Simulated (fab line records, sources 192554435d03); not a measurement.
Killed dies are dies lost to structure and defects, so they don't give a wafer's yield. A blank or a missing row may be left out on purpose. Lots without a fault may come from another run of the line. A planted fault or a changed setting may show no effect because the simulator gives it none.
Which tool did it? | flow n5_finfet | 24 lots, 72 wafers sampled, at 6 steps of a route of 1938

WHAT THE GAUGES READ, wafer by wafer
N5_BEOL_M14_INSPECT_55: inspects for defects (darkfield). Usual: raw_defect_count 58, standard deviation 19.
lot  | measured     | on                | raw_defect_count | flag
L074 | day 11 08:13 | defect_inspect-02 | 71 48 56         |
L076 | day 11 11:33 | defect_inspect-02 | 108 101 82       |
L075 | day 11 13:37 | defect_inspect-02 | 89 43 46         |
L077 | day 11 22:49 | defect_inspect-02 | 86 56 53         |
L078 | day 12 02:57 | defect_inspect-02 | 73 59 80         |
L079 | day 12 03:46 | defect_inspect-02 | 63 45 58         |
L081 | day 13 04:18 | defect_inspect-01 | 48 63 37         |
L080 | day 13 10:09 | defect_inspect-02 | 60 66 65         |
L082 | day 13 14:44 | defect_inspect-02 | 43 47 40         |
L083 | day 14 01:03 | defect_inspect-02 | 63 52 67         |
L084 | day 14 02:10 | defect_inspect-01 | 42 52 28         |
L086 | day 14 03:31 | defect_inspect-01 | 34 42 36         |
L085 | day 14 12:05 | defect_inspect-02 | 67 40 55         |
L087 | day 14 22:58 | defect_inspect-01 | 33 52 55         |
L090 | day 15 15:01 | defect_inspect-01 | 37 57 62         |
L088 | day 15 16:52 | defect_inspect-01 | 64 82 71         |
L091 | day 16 01:36 | defect_inspect-01 | 79 52 58         |
L089 | day 16 02:19 | defect_inspect-01 | 41 57 36         |
L093 | day 16 14:42 | defect_inspect-02 | 59 42 18         |
L092 | day 16 15:20 | defect_inspect-01 | 82 77 47         |
L094 | day 16 16:10 | defect_inspect-01 | 31 60 63         |
L095 | day 16 23:46 | defect_inspect-02 | 64 76 67         |
L096 | day 17 22:28 | defect_inspect-02 | 112 99 97        |
L097 | day 18 00:40 | defect_inspect-01 | 46 53 52         |

N5_MIM_BOT_LITHO_CD_MEAS_08: target cd 3000 nm. Usual: cd_nm 2998.5 nm, standard deviation 2.2.
lot  | measured     | on        | cd_nm (nm)           | flag
L074 | day 11 20:10 | cd_sem-01 | 2996.9 3001.3 2998.4 |
L076 | day 11 22:10 | cd_sem-02 | 2997.9 2998.9 2994.6 |
L075 | day 12 01:47 | cd_sem-01 | 2999.5 3001.4 3000.9 |
L077 | day 12 08:14 | cd_sem-02 | 2999.4 3000.7 2998.4 |
L078 | day 12 14:44 | cd_sem-01 | 3001.8 2998.1 2999.3 |
L079 | day 12 14:47 | cd_sem-02 | 2996.7 2997.9 2998.3 |
L081 | day 13 15:17 | cd_sem-03 | 3003.1 3000.2 3000.0 |
L080 | day 13 19:34 | cd_sem-03 | 3002.0 2995.1 2998.4 |
L082 | day 14 00:23 | cd_sem-03 | 2996.5 2999.3 2998.0 |
L083 | day 14 12:25 | cd_sem-02 | 3000.8 2997.5 2999.3 |
L084 | day 14 12:38 | cd_sem-02 | 2998.6 2998.0 2995.8 |
L086 | day 14 12:57 | cd_sem-01 | 2994.7 3000.0 2994.1 |
L085 | day 14 23:24 | cd_sem-02 | 2996.5 2998.5 2995.2 |
L087 | day 15 10:48 | cd_sem-02 | 2999.7 2999.9 2998.9 |
L090 | day 16 02:13 | cd_sem-03 | 2997.3 2999.6 2997.7 |
L088 | day 16 07:18 | cd_sem-01 | 2997.7 2999.2 2997.1 |
L091 | day 16 12:16 | cd_sem-02 | 3000.4 3000.8 3001.9 |
L089 | day 16 16:21 | cd_sem-03 | 2997.0 2997.6 2994.1 |
L093 | day 17 00:35 | cd_sem-01 | 3001.9 2998.9 3004.7 |
L092 | day 17 02:53 | cd_sem-02 | 2998.9 2998.0 2995.4 |
L094 | day 17 02:55 | cd_sem-02 | 2999.4 2998.2 2996.6 |
L095 | day 17 15:01 | cd_sem-01 | 2996.2 2999.8 2995.5 |
L096 | day 18 16:51 | cd_sem-01 | 2999.7 2997.7 2996.4 |
L097 | day 18 17:26 | cd_sem-02 | 2997.5 2998.6 2995.1 |

WHICH TOOL RAN EACH LOT (tool, then ch and the chambers of the sampled wafers, then the start)
lot  | N5_BEOL_M15_ETCH_59                | N5_BEOL_M15_STRIP_62                          | N5_PASSIVATION_PECVD_00         | N5_MIM_TOP_ALD_01
L074 | rie_diel-03 ch 0,3, day 11 09:07   | rie_diel-01 ch 0,1,3, day 11 15:20 or earlier | pecvd-04 ch 1,2, day 11 15:20   | ald_hk-03 ch 1,2, day 11 20:10 or earlier
L076 | rie_diel-01 ch 0,1,3, day 11 12:31 | rie_diel-04 ch 1,2,3, day 11 18:59 or earlier | pecvd-04 ch 0,2, day 11 18:59   | ald_hk-02 ch 0,1,2, day 11 22:10 or earlier
L075 | rie_diel-03 ch 2,3, day 11 14:31   | rie_diel-03 ch 2,3, day 11 21:35 or earlier   | pecvd-03 ch 0,1,2, day 11 21:35 | ald_hk-01 ch 2,3, day 12 01:47 or earlier
L077 | rie_diel-03 ch 0,1,2, day 11 23:40 | rie_diel-01 ch 0,1,3, day 12 05:02 or earlier | pecvd-04 ch 0,1, day 12 05:02   | ald_hk-02 ch 0,2,3, day 12 08:14 or earlier
L078 | rie_diel-03 ch 0,3, day 12 03:41   | rie_diel-01 ch 0,2, day 12 09:33 or earlier   | pecvd-02 ch 1,2, day 12 09:33   | ald_hk-03 ch 0,1,2, day 12 14:44 or earlier
L079 | rie_diel-04 ch 0,1,3, day 12 04:36 | rie_diel-01 ch 0,1, day 12 09:54 or earlier   | pecvd-03 ch 0,1, day 12 09:54   | ald_hk-02 ch 2,3, day 12 14:47 or earlier
L081 | rie_diel-01 ch 0,1,3, day 13 05:08 | rie_diel-03 ch 0,2,3, day 13 11:35 or earlier | pecvd-03 ch 1,2, day 13 11:35   | ald_hk-02 ch 0,2,3, day 13 15:17 or earlier
L080 | rie_diel-03 ch 0,2, day 13 10:59   | rie_diel-04 ch 1,2, day 13 15:52 or earlier   | pecvd-04 ch 0, day 13 15:52     | ald_hk-02 ch 0,2,3, day 13 19:34 or earlier
L082 | rie_diel-03 ch 0,3, day 13 15:42   | rie_diel-03 ch 2,3, day 13 21:24 or earlier   | pecvd-03 ch 0,1,2, day 13 21:24 | ald_hk-02 ch 2,3, day 14 00:23 or earlier
L083 | rie_diel-03 ch 0,3, day 14 01:46   | rie_diel-03 ch 0,3, day 14 07:35 or earlier   | pecvd-03 ch 0,1,2, day 14 07:35 | ald_hk-02 ch 0,1,3, day 14 12:25 or earlier
L084 | rie_diel-01 ch 0,1,2, day 14 02:52 | rie_diel-03 ch 0,1,2, day 14 08:33 or earlier | pecvd-03 ch 0,1,2, day 14 08:33 | ald_hk-03 ch 0,1,3, day 14 12:38 or earlier
L086 | rie_diel-04 ch 1,3, day 14 04:14   | rie_diel-03 ch 0,1,2, day 14 10:05 or earlier | pecvd-04 ch 0,2, day 14 10:05   | ald_hk-01 ch 0,3, day 14 12:57 or earlier
L085 | rie_diel-04 ch 0,2,3, day 14 12:48 | rie_diel-04 ch 0,2, day 14 21:08 or earlier   | pecvd-04 ch 0,1,2, day 14 21:08 | ald_hk-03 ch 1,2, day 14 23:24 or earlier
L087 | rie_diel-01 ch 0,2, day 14 23:41   | rie_diel-03 ch 0,1,3, day 15 07:34 or earlier | pecvd-04 ch 0,1,2, day 15 07:34 | ald_hk-02 ch 0,1,3, day 15 10:48 or earlier
L090 | rie_diel-04 ch 1,3, day 15 15:43   | rie_diel-01 ch 0,2,3, day 15 22:03 or earlier | pecvd-02 ch 1,2, day 15 22:03   | ald_hk-01 ch 1,2,3, day 16 02:13 or earlier
L088 | rie_diel-03 ch 1,2,3, day 15 17:35 | rie_diel-01 ch 0,1, day 16 03:02 or earlier   | pecvd-04 ch 1,2, day 16 03:02   | ald_hk-03 ch 0,2,3, day 16 07:18 or earlier
L091 | rie_diel-04 ch 0,3, day 16 02:32   | rie_diel-03 ch 0,2,3, day 16 09:23 or earlier | pecvd-04 ch 0,1,2, day 16 09:23 | ald_hk-03 ch 0,1, day 16 12:16 or earlier
L089 | rie_diel-04 ch 0,2,3, day 16 03:34 | rie_diel-04 ch 1,2,3, day 16 11:37 or earlier | pecvd-04 ch 0,1, day 16 11:37   | ald_hk-03 ch 0,3, day 16 16:21 or earlier
L093 | rie_diel-01 ch 0,1,2, day 16 15:36 | rie_diel-01 ch 0,2, day 16 21:58 or earlier   | pecvd-04 ch 0,1,2, day 16 21:58 | ald_hk-01 ch 0,2, day 17 00:35 or earlier
L092 | rie_diel-03 ch 1,2,3, day 16 16:07 | rie_diel-03 ch 0,2,3, day 16 22:14 or earlier | pecvd-04 ch 0,1,2, day 16 22:14 | ald_hk-03 ch 0,1,3, day 17 02:53 or earlier
L094 | rie_diel-01 ch 0,2,3, day 16 16:52 | rie_diel-03 ch 1,2,3, day 16 22:55 or earlier | pecvd-02 ch 0,2, day 16 22:55   | ald_hk-02 ch 0,1,3, day 17 02:55 or earlier
L095 | rie_diel-04 ch 0,2, day 17 01:02   | rie_diel-01 ch 1,2,3, day 17 10:57 or earlier | pecvd-03 ch 0,1, day 17 10:57   | ald_hk-02 ch 0,1,3, day 17 15:01 or earlier
L096 | rie_diel-03 ch 0,1, day 17 23:24   | rie_diel-03 ch 0,1,3, day 18 11:27 or earlier | pecvd-02 ch 1,2, day 18 11:27   | ald_hk-02 ch 2,3, day 18 16:51 or earlier
L097 | rie_diel-04 ch 0,1,3, day 18 01:43 | rie_diel-03 ch 0,1,3, day 18 12:23 or earlier | pecvd-03 ch 0,1, day 18 12:23   | ald_hk-03 ch 1,2, day 18 17:26 or earlier
- N5_BEOL_M15_ETCH_59: etches BARC in N2/H2, target depth 89 nm, overetch 26.7 nm, time 67.9 s.
- N5_BEOL_M15_STRIP_62: strips in O2.
- N5_PASSIVATION_PECVD_00: deposits SiO2 from SiH4/N2O, target thk 200 nm, time 11.2 s.
- N5_MIM_TOP_ALD_01: deposits HfO2, target thk 5.6 nm, pulse time 1 s, purge time 3 s.

WHAT THE TOOLS THEMSELVES READ (means of the sampled wafers that have a number; where no wafer has one, the mark that the record gives instead)
N5_BEOL_M15_ETCH_59. Usual: drypump_motor_current_A 5.8 A, standard deviation 0.6; oes_product_au 0.68 a.u., standard deviation 0.068; rf_vpp_V 523.9 V, standard deviation 2.3; showerhead_plenum_p_Torr 2.55 Torr, standard deviation 0.077; throttle_valve_pct 17.84 %, standard deviation 0.26.
lot  | tool        | drypump_motor_current_A (A) | oes_product_au (a.u.) | rf_vpp_V (V) | showerhead_plenum_p_Torr (Torr) | throttle_valve_pct (%) | flag
L074 | rie_diel-03 | 5.4                         | 0.67                  | 524.7        | 2.58                            | 17.56                  |
L076 | rie_diel-01 | 5.5                         | 0.68                  | 522.7        | 2.52                            | 17.88                  |
L075 | rie_diel-03 | 5.7                         | 0.60                  | 521.9        | 2.46                            | 17.98                  |
L077 | rie_diel-03 | 5.3                         | 0.64                  | 523.1        | 2.49                            | 17.76                  |
L078 | rie_diel-03 | 5.4                         | 0.67                  | 524.8        | 2.58                            | 17.57                  |
L079 | rie_diel-04 | 6.3                         | 0.68                  | 523.2        | 2.52                            | 18.08                  |
L081 | rie_diel-01 | 5.4                         | 0.67                  | 522.2        | 2.51                            | 17.90                  |
L080 | rie_diel-03 | 5.2                         | 0.73                  | 525.7        | 2.61                            | 17.51                  |
L082 | rie_diel-03 | 5.4                         | 0.66                  | 525.5        | 2.57                            | 17.59                  |
L083 | rie_diel-03 | 5.9                         | 0.63                  | 524.8        | 2.59                            | 17.71                  |
L084 | rie_diel-01 | 5.3                         | 0.68                  | 523.6        | 2.52                            | 17.84                  |
L086 | rie_diel-04 | 6.6                         | 0.62                  | 521.0        | 2.45                            | 18.15                  |
L085 | rie_diel-04 | 6.0                         | 0.68                  | 523.1        | 2.54                            | 18.18                  |
L087 | rie_diel-01 | 5.7                         | 0.73                  | 522.1        | 2.51                            | 17.63                  |
L090 | rie_diel-04 | 6.6                         | 0.61                  | 521.5        | 2.45                            | 18.16                  |
L088 | rie_diel-03 | 5.7                         | 0.74                  | 525.2        | 2.61                            | 17.62                  |
L091 | rie_diel-04 | 6.3                         | 0.64                  | 521.5        | 2.47                            | 18.23                  |
L089 | rie_diel-04 | 6.0                         | 0.67                  | 524.4        | 2.53                            | 18.21                  |
L093 | rie_diel-01 | 5.4                         | 0.75                  | 523.3        | 2.51                            | 17.73                  |
L092 | rie_diel-03 | 5.7                         | 0.73                  | 524.8        | 2.60                            | 17.62                  |
L094 | rie_diel-01 | 5.7                         | 0.71                  | 523.2        | 2.50                            | 17.70                  |
L095 | rie_diel-04 | 5.7                         | 0.70                  | 525.0        | 2.59                            | 18.19                  |
L096 | rie_diel-03 | 5.1                         | 0.65                  | 523.2        | 2.53                            | 17.65                  |
L097 | rie_diel-04 | 6.3                         | 0.72                  | 526.1        | 2.61                            | 17.99                  |

N5_BEOL_M15_STRIP_62. Usual: drypump_motor_current_A 5.6 A, standard deviation 0.58; o2_flow_sccm 225.0 sccm, standard deviation 0.68; oes_product_au 0.82 a.u., standard deviation 0.091; rf_vpp_V 3.7 V, standard deviation 0.5; showerhead_plenum_p_Torr 2.10 Torr, standard deviation 0.072; throttle_valve_pct 16.57 %, standard deviation 0.25.
lot  | tool        | drypump_motor_current_A (A) | o2_flow_sccm (sccm) | oes_product_au (a.u.) | rf_vpp_V (V) | showerhead_plenum_p_Torr (Torr) | throttle_valve_pct (%) | flag
L074 | rie_diel-01 | 5.4                         | 224.5               | 0.81                  | 4.2          | 2.07                            | 16.68                  |
L076 | rie_diel-04 | 6.3                         | 224.9               | 0.78                  | 4.2          | 2.08                            | 16.88                  |
L075 | rie_diel-03 | 6.0                         | 225.5               | 0.69                  | 3.6          | 2.11                            | 16.87                  |
L077 | rie_diel-01 | 5.4                         | 225.5               | 0.80                  | 3.7          | 2.07                            | 16.68                  |
L078 | rie_diel-01 | 5.2                         | 224.6               | 0.86                  | 3.5          | 2.08                            | 16.36                  |
L079 | rie_diel-01 | 5.0                         | 225.4               | 0.74                  | 3.1          | 2.08                            | 16.85                  |
L081 | rie_diel-03 | 5.6                         | 225.1               | 0.82                  | 3.6          | 2.18                            | 16.54                  |
L080 | rie_diel-04 | 6.0                         | 224.8               | 0.82                  | 3.5          | 2.13                            | 16.79                  |
L082 | rie_diel-03 | 6.0                         | 225.0               | 0.77                  | 3.3          | 2.19                            | 16.72                  |
L083 | rie_diel-03 | 5.8                         | 225.2               | 0.72                  | 3.9          | 2.14                            | 16.66                  |
L084 | rie_diel-03 | 5.3                         | 224.8               | 0.81                  | 3.9          | 2.14                            | 16.44                  |
L086 | rie_diel-03 | 5.3                         | 224.5               | 0.81                  | 4.2          | 2.14                            | 16.45                  |
L085 | rie_diel-04 | 5.7                         | 225.1               | 0.84                  | 3.8          | 2.14                            | 16.84                  |
L087 | rie_diel-03 | 5.5                         | 224.9               | 0.84                  | 3.9          | 2.11                            | 16.40                  |
L090 | rie_diel-01 | 5.7                         | 225.0               | 0.84                  | 3.7          | 2.05                            | 16.43                  |
L088 | rie_diel-01 | 5.0                         | 224.9               | 0.95                  | 3.9          | 2.07                            | 16.58                  |
L091 | rie_diel-03 | 5.6                         | 225.4               | 0.89                  | 4.2          | 2.17                            | 16.43                  |
L089 | rie_diel-04 | 6.3                         | 225.0               | 0.74                  | 3.5          | 2.07                            | 16.93                  |
L093 | rie_diel-01 | 5.6                         | 224.5               | 0.84                  | 3.7          | 2.04                            | 16.32                  |
L092 | rie_diel-03 | 5.6                         | 224.8               | 0.88                  | 4.0          | 2.17                            | 16.45                  |
L094 | rie_diel-03 | 5.7                         | 225.1               | 0.85                  | 3.8          | 2.15                            | 16.49                  |
L095 | rie_diel-01 | 5.9                         | 225.3               | 0.88                  | 3.5          | 2.03                            | 16.48                  |
L096 | rie_diel-03 | 5.5                         | 225.0               | 0.80                  | 3.4          | 2.10                            | 16.44                  |
L097 | rie_diel-03 | 5.5                         | 224.4               | 0.80                  | 3.3          | 2.10                            | 16.45                  |

N5_PASSIVATION_PECVD_00. Usual: heater_power_w 686 W, standard deviation 92; showerhead_plenum_p_Torr 8.23 Torr, standard deviation 0.12; throttle_valve_pct 50.9 %, standard deviation 1.7.
lot  | tool     | heater_power_w (W) | showerhead_plenum_p_Torr (Torr) | throttle_valve_pct (%) | flag
L074 | pecvd-04 | 791                | 8.22                            | 51.9                   |
L076 | pecvd-04 | 705                | 8.18                            | 50.6                   |
L075 | pecvd-03 | 701                | 8.32                            | 49.7                   |
L077 | pecvd-04 | 682                | 8.32                            | 53.3                   |
L078 | pecvd-02 | 629                | 8.06                            | 49.6                   |
L079 | pecvd-03 | 746                | 8.31                            | 49.6                   |
L081 | pecvd-03 | 636                | 8.29                            | 50.0                   |
L080 | pecvd-04 | 560                | 8.19                            | 50.5                   |
L082 | pecvd-03 | 690                | 8.33                            | 50.1                   |
L083 | pecvd-03 | 677                | 8.33                            | 50.1                   |
L084 | pecvd-03 | 726                | 8.33                            | 50.0                   |
L086 | pecvd-04 | 667                | 8.18                            | 50.6                   |
L085 | pecvd-04 | 764                | 8.24                            | 52.0                   |
L087 | pecvd-04 | 661                | 8.25                            | 51.9                   |
L090 | pecvd-02 | 562                | 8.05                            | 50.0                   |
L088 | pecvd-04 | 818                | 8.32                            | 53.6                   |
L091 | pecvd-04 | 719                | 8.25                            | 52.0                   |
L089 | pecvd-04 | 685                | 8.32                            | 53.3                   |
L093 | pecvd-04 | 709                | 8.25                            | 51.9                   |
L092 | pecvd-04 | 724                | 8.24                            | 52.0                   |
L094 | pecvd-02 | 676                | 8.06                            | 50.5                   |
L095 | pecvd-03 | 591                | 8.28                            | 49.9                   |
L096 | pecvd-02 | 595                | 8.06                            | 50.2                   |
L097 | pecvd-03 | 729                | 8.32                            | 49.8                   |

N5_MIM_TOP_ALD_01. Usual: precursor_pulse_height_rel 0.998, standard deviation 0.02.
lot  | tool      | precursor_pulse_height_rel | flag
L074 | ald_hk-03 | 1.018                      |
L076 | ald_hk-02 | 1.012                      |
L075 | ald_hk-01 | 1.012                      |
L077 | ald_hk-02 | 0.987                      |
L078 | ald_hk-03 | 1.015                      |
L079 | ald_hk-02 | 1.022                      |
L081 | ald_hk-02 | 1.000                      |
L080 | ald_hk-02 | 0.989                      |
L082 | ald_hk-02 | 1.010                      |
L083 | ald_hk-02 | 1.005                      |
L084 | ald_hk-03 | 1.010                      |
L086 | ald_hk-01 | 1.000                      |
L085 | ald_hk-03 | 0.992                      |
L087 | ald_hk-02 | 0.996                      |
L090 | ald_hk-01 | 0.980                      |
L088 | ald_hk-03 | 0.983                      |
L091 | ald_hk-03 | 0.991                      |
L089 | ald_hk-03 | 1.008                      |
L093 | ald_hk-01 | 0.988                      |
L092 | ald_hk-03 | 0.994                      |
L094 | ald_hk-02 | 0.978                      |
L095 | ald_hk-02 | 0.988                      |
L096 | ald_hk-02 | 1.003                      |
L097 | ald_hk-03 | 1.001                      |

THE ANSWER, worked out from the rows above alone
Rule: a lot is off if the mean of its wafers that have a number lies more than 3 standard deviations from the usual mean. A lot without any number at a reading at which 4 lots or more have one is off too. The other lots that the step has rows for count as sound. The gauges are gone through in route order, then the tools' own readings, and for those a lot's mean is taken as printed above. The first step at which some lot is off is used, and at that step the reading that is off furthest; a lot without a number counts as furthest.
No lot is off at any reading shown: from this, nothing can be told.

WHAT THE SIMULATOR HAD PUT IN
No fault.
